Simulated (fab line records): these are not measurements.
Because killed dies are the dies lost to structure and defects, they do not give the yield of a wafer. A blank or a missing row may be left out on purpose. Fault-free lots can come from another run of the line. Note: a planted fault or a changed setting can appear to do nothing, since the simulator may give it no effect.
The same fault as seen by 2 desks    flow nand harc    numbers are kept per desk, each desk with only its own; the story behind them comes last

THE DEFECT DESK
Inspection counts along the route, by lot: the mean over sampled wafers that carry a number. Marked OUT: a lot whose mean sits more than 4 standard deviations from the usual mean, which makes it out of limits; the brackets give that distance.
Columns: A = raw defect count at NHARC_A_SGD_CUT_INSPECT_25, usual 381
lot   first seen here  A
L525  day 19 23:17     496
L526  day 20 08:23     608
L530  day 22 00:30     289
L531  day 22 00:30     437
L532  day 22 19:34     381
L534  day 23 13:06     499
L533  day 23 13:08     256
L535  day 24 00:47     445
L536  day 24 14:32     415
L538  day 25 06:14     741 (+4.2) OUT
L544  day 27 19:29     337
L547  day 28 14:39     332
This desk finds L538 out of limits, L538 being first, at day 25 06:14 (raw defect count at NHARC_A_SGD_CUT_INSPECT_25). In limits: L525, L526, L530, L531, L532, L534, L533, L535, L536, L544, L547.

THE TOOL OWNER'S DESK: cmp-01
The tool's own readings at NHARC_A_SGD_CUT_CMP_21 (polishes, target thk 148.19 nm): means of the sampled wafers that have a number, for each lot that ran on this tool. Marked OUT: a lot whose mean sits more than 4 standard deviations from the usual mean, which makes it out of limits; the brackets give that distance.
Columns: A = motor current A at NHARC_A_SGD_CUT_CMP_21, usual 12.3 A; B = time to endpoint s at NHARC_A_SGD_CUT_CMP_21, usual 52 s
lot   first seen here  A     B
L525  day 19 22:37     12.6  52
L526  day 20 07:40     12.1  54
L531  day 21 23:50     11.5  54
L535  day 24 00:08     12.7  51
L538  day 25 05:38     11.3  51
This desk's verdict: no lot among the 5 shows anything out of limits.

ALL TOGETHER
The defect desk could have raised an alarm at day 25 06:14, on L538.
Nothing out of limits was seen by the tool owner's desk.
Tool owner's desk: L538 on record, inside its limits.
All the named lots went through NHARC_A_SGD_CUT_CMP_21 on cmp-01.

WHAT THE SIMULATOR HAD PUT IN
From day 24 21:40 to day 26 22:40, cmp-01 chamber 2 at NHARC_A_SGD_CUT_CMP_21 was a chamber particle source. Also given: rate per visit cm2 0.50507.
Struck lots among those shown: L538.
Hours from the fault's start to each desk's first reading out of limits: the defect desk, 9.
